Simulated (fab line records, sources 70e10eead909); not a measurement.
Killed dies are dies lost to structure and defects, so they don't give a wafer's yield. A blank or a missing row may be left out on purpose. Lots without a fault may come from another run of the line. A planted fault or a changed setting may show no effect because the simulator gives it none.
Which tool did it? | flow nand_harc | 6 lots, 18 wafers sampled, at 1 step of a route of 1302

WHAT THE GAUGES READ, wafer by wafer
NHARC_P_STI_OVL_MEAS_10.
lot  | measured     | on         | overlay_x_nm (nm)
L444 | day 4 21:41  | overlay-01 | 11 11 11
L448 | day 6 16:05  | overlay-02 | -6 -6 -6
L454 | day 9 03:44  | overlay-02 | -4 -3 -4
L456 | day 9 22:12  | overlay-01 | 4 4 4
L459 | day 11 05:28 | overlay-01 | 0 -1 0
L461 | day 11 23:42 | overlay-02 | -4 -4 -4

WHICH TOOL RAN EACH LOT (tool, then ch and the chambers of the sampled wafers, then the start)
The record holds no process step before these readings.

THE ANSWER, worked out from the rows above alone
Rule: what is usual is taken from the lots themselves. Put in order of their means at a reading, lots are off if they are a third of the lots or fewer, leave a main group of 4 or more, and stand apart from it by a gap of 3 or more times the standard deviation of the main group's means; of several such gaps the widest counts. A main group whose means are all the same, to the digits that the tables above print for the reading, isn't used. A lot without any number at a reading at which 4 lots or more have one is off too. The other lots that the step has rows for count as sound.
No lot is off at any reading shown: from this, nothing can be told.

WHAT THE SIMULATOR HAD PUT IN
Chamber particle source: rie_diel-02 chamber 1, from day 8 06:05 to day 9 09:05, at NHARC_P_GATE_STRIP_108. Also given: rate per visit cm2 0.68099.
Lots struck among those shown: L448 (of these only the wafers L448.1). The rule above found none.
